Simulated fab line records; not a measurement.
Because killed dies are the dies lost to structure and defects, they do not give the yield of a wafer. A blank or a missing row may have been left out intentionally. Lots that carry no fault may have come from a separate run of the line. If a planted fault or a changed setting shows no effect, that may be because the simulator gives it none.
A struck lot beside a sound one | flow nand-harc | 41 steps out of a route of 1302
Sound: these wafers, L624.2, L624.4, L624.6. Wafers L639.1, L639.3, L639.5 were the ones struck. The cause is given at the end.
Per side, at each step with rows, come the tool, then ch with its chambers, and then its first start. Under that, the readings that differ: sound wafers | struck wafers | difference of the means | sigmas: that difference in standard deviations of wafers without a fault.
alike: readings whose means differ by less than 2 such deviations, and words and numbers that are the same on both sides. not compared: withheld readings, readings that some wafer has no value for, bounds like >300 that may hide the same value, and numbers for which the record gives no deviation and whose values overlap.
A row with sigmas, a row that says differs or no value, or rows on one side alone: a step with any of these is where the two part. Non-overlapping numbers with no deviation appear without sigmas and do not part them. Lack of a reading on every wafer of one side parts them only where that side has two or more wafers.

first, 8 steps without rows for these wafers: NHARC_A_STAIRCASE_HMDS_261 (time 30 s); NHARC_A_STAIRCASE_COAT_262; NHARC_A_STAIRCASE_SOFTBAKE_263 (time 170 s); NHARC_A_STAIRCASE_EBR_264; NHARC_A_STAIRCASE_EXPOSE_265 (exposes mask CHOP 200); NHARC_A_STAIRCASE_PEB_266 (peb time 130 s); NHARC_A_STAIRCASE_DEVELOP_267 (time 140 s); NHARC_A_STAIRCASE_HARDBAKE_269 (time 140 s).
NHARC_A_STAIRCASE_DESCUM_270: chemistry O2, time 3 s.
  sound on rie-diel-04 ch 0,1,2, day 18 17:50; struck on rie-diel-13 ch 0,1, day 24 08:52
  alike: drypump-motor-current-A, oes-product-au, rf-vpp-V, showerhead-plenum-p-Torr, throttle-valve-pct
  not compared: rf-hours-counter-h
then, 1 step without rows for these wafers: NHARC_A_STAIRCASE_ETCH_271 (etches the open film in CF4/CHF3).
NHARC_A_STAIRCASE_HM_OPEN_457: chemistry O2/COS.
  sound: rie-diel-04 ch 1,3; struck: rie-diel-13 ch 1,2
  alike: drypump-motor-current-A, oes-product-au, rf-fwd-power-W, rf-vpp-V, showerhead-plenum-p-Torr, throttle-valve-pct
  not compared: rf-hours-counter-h
NHARC_A_STAIRCASE_STRIP_458: strips in O2/COS.
  sound on rie-diel-04 ch 0,1,3, day 18 18:26; struck on rie-diel-13 ch 2,3, day 24 09:21
then, 17 steps without rows for these wafers: NHARC_A_STAIRCASE_ETCH_451 (etches the open film in CF4/O2, target depth 30 nm, overetch 3 nm, time 16.5 s); NHARC_A_STAIRCASE_ETCH_273 (etches the open film in C4F8/O2/Ar, target depth 10200 nm, time 2468.6 s); NHARC_A_STAIRCASE_STRIP_274 (strips in O2); NHARC_A_STAIRCASE_STRIP_275 (strips in SPM, time 900 s); NHARC_A_STAIRCASE_PRECLEAN_276 (cleans in SC1); NHARC_A_STAIRCASE_SRD_277; NHARC_A_STAIRCASE_HM_DEP_459 (deposits aC, target thk 1500 nm); NHARC_A_STAIRCASE_DEP_280 (deposits SiON, target thk 30 nm); NHARC_A_STAIRCASE_DEHYDRATE_281 (time 120 s); NHARC_A_STAIRCASE_HMDS_282 (time 30 s); NHARC_A_STAIRCASE_COAT_283; NHARC_A_STAIRCASE_SOFTBAKE_284 (time 170 s); NHARC_A_STAIRCASE_EBR_285; NHARC_A_STAIRCASE_EXPOSE_286 (exposes mask CHOP 100); NHARC_A_STAIRCASE_PEB_287 (peb time 130 s); NHARC_A_STAIRCASE_DEVELOP_288 (time 140 s); NHARC_A_STAIRCASE_HARDBAKE_290 (time 140 s).
NHARC_A_STAIRCASE_DESCUM_291: chemistry O2, time 3 s.
  sound on rie-diel-02 ch 0,1,3, day 19 05:08; struck on rie-diel-04 ch 0,1,3, day 24 18:25
  alike: drypump-motor-current-A, oes-product-au, rf-vpp-V, showerhead-plenum-p-Torr, throttle-valve-pct
  not compared: rf-hours-counter-h
NHARC_A_STAIRCASE_ETCH_292: etches the open film in CF4/CHF3.
  sound on rie-diel-02 ch 0,1,2, day 19 05:14; struck on rie-diel-04 ch 0,3, day 24 18:30
  alike: drypump-motor-current-A, oes-product-au, rf-fwd-power-W, rf-vpp-V, showerhead-plenum-p-Torr, throttle-valve-pct
  not compared: rf-hours-counter-h
then, 2 steps without rows for these wafers: NHARC_A_STAIRCASE_HM_OPEN_460 (chemistry O2/COS); NHARC_A_STAIRCASE_STRIP_461 (strips in O2/COS).
NHARC_A_STAIRCASE_ETCH_452: etches the open film in CF4/O2, target depth 30 nm, overetch 3 nm, time 16.5 s.
  sound: rie-diel-02 ch 0,2,3; struck: rie-diel-04 ch 0,1,2
  alike: drypump-motor-current-A, oes-product-au, rf-fwd-power-W, rf-vpp-V, showerhead-plenum-p-Torr, throttle-valve-pct
  not compared: rf-hours-counter-h
then, 5 steps without rows for these wafers: NHARC_A_STAIRCASE_ETCH_294 (etches the open film in C4F8/O2/Ar, target depth 4989 nm, time 1211.6 s); NHARC_A_STAIRCASE_STRIP_295 (strips in O2); NHARC_A_STAIRCASE_STRIP_296 (strips in SPM, time 900 s); NHARC_A_STAIRCASE_PRECLEAN_297 (cleans in SC1); NHARC_A_STAIRCASE_SRD_298.
-- here the record skips 2 days between the struck wafers' starts before and after, leaving off in module A_STAIRCASE and picking up in module A_SGD_CUT (first step shown: number 904 of the route) --
NHARC_A_SGD_CUT_DESCUM_14: chemistry O2, time 3 s.
  sound on rie-diel-03 ch 0,1,3, day 21 12:34; struck on rie-diel-06 ch 0,1, day 27 04:16
  reading               | sound             | struck                                                                     | difference                   | sigmas
  hold                  | - - -             | await-dispo/3.2h/release await-dispo/3.2h/release await-dispo/3.2h/release | no value on the sound wafers |
  oes-product-au (a.u.) | 0.977 1.006 1.026 | 0.989 0.969 0.966                                                          | -0.028                       | -2
  alike: drypump-motor-current-A, rf-vpp-V, showerhead-plenum-p-Torr, throttle-valve-pct
  not compared: rf-hours-counter-h
-- the record jumps here: 6 days lie between the struck wafers' starts before and after (it left off in module A_SGD_CUT and takes up again in module END, whose first step shown is number 1302 of the route) --
NHARC_END_SORT_01:
  the record has rows for the struck wafers here (prober-02 ch 0, day 33 04:56) and none for the sound ones

WHERE THEY PART
Earliest at NHARC_A_SGD_CUT_DESCUM_14; latest, in this record, at NHARC_END_SORT_01.

WHY: the cause the simulator had injected
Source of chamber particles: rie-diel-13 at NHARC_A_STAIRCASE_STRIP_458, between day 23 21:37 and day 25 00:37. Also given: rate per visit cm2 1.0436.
